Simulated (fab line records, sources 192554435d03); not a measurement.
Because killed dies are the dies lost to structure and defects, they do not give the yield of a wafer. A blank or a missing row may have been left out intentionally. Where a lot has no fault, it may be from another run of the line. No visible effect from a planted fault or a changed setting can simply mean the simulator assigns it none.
Matching of chambers ; flow n5-finfet ; uv-cure-01 running N5_BEOL_M8_CURE_75: 3 sister chambers
The step cures SiCOH lowk, time 120 s. 6 wafers are shown with their chamber, then 9 later ones without.

== EACH WAFER AND ITS CHAMBER ==
wafer;chamber;wafer_temp_C_max;lamp-power-pct (%)
L079.4;1;370.8;52.35
L079.6;1;370.9;52.33
L078.4;2;372.0;52.30
L078.5;2;372.0;52.26
L086.5;0;371.5;52.20
L086.6;0;371.3;52.27

== WAFERS WHOSE CHAMBER IS MISSING ==
wafer;wafer_temp_C_max;lamp-power-pct (%)
L088.2;372.4;52.36
L088.5;371.6;52.36
L088.6;371.7;52.29
L087.1;371.0;52.20
L087.2;371.0;52.22
L087.3;370.7;52.24
L092.2;371.2;52.32
L092.4;371.3;52.42
L092.5;371.5;52.25

== CHAMBER TAKEN BY EACH ==
wafer;from the rows above;in truth
L088.2;2;2
L088.5;can't be placed: 0 or 2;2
L088.6;can't be placed: 2 or 0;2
L087.1;can't be placed: 1 or 0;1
L087.2;can't be placed: 1 or 0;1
L087.3;1;1
L092.2;can't be placed: 0 or 1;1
L092.4;can't be placed: 1 or 0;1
L092.5;0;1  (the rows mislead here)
Placed correctly: 2 of 9. Cannot be placed on the basis of these rows: 6; the candidates contain the true chamber in 6. Number placed wrongly: 1.
How it was worked out, from the rows above alone: a wafer's distance from a chamber is the root of the sum, over the readings, of the square of ((its reading less the chamber's mean) divided by the reading's scatter). The wafer belongs to the nearest chamber; if the next one is less than 2 further off, it can't be placed. For every chamber, the mean is computed from those of its wafers that are shown. How the scatter is found: for the shown wafers, subtract from each reading the mean of its chamber, square and add these, divide the total by (wafers less chambers), then take the root.
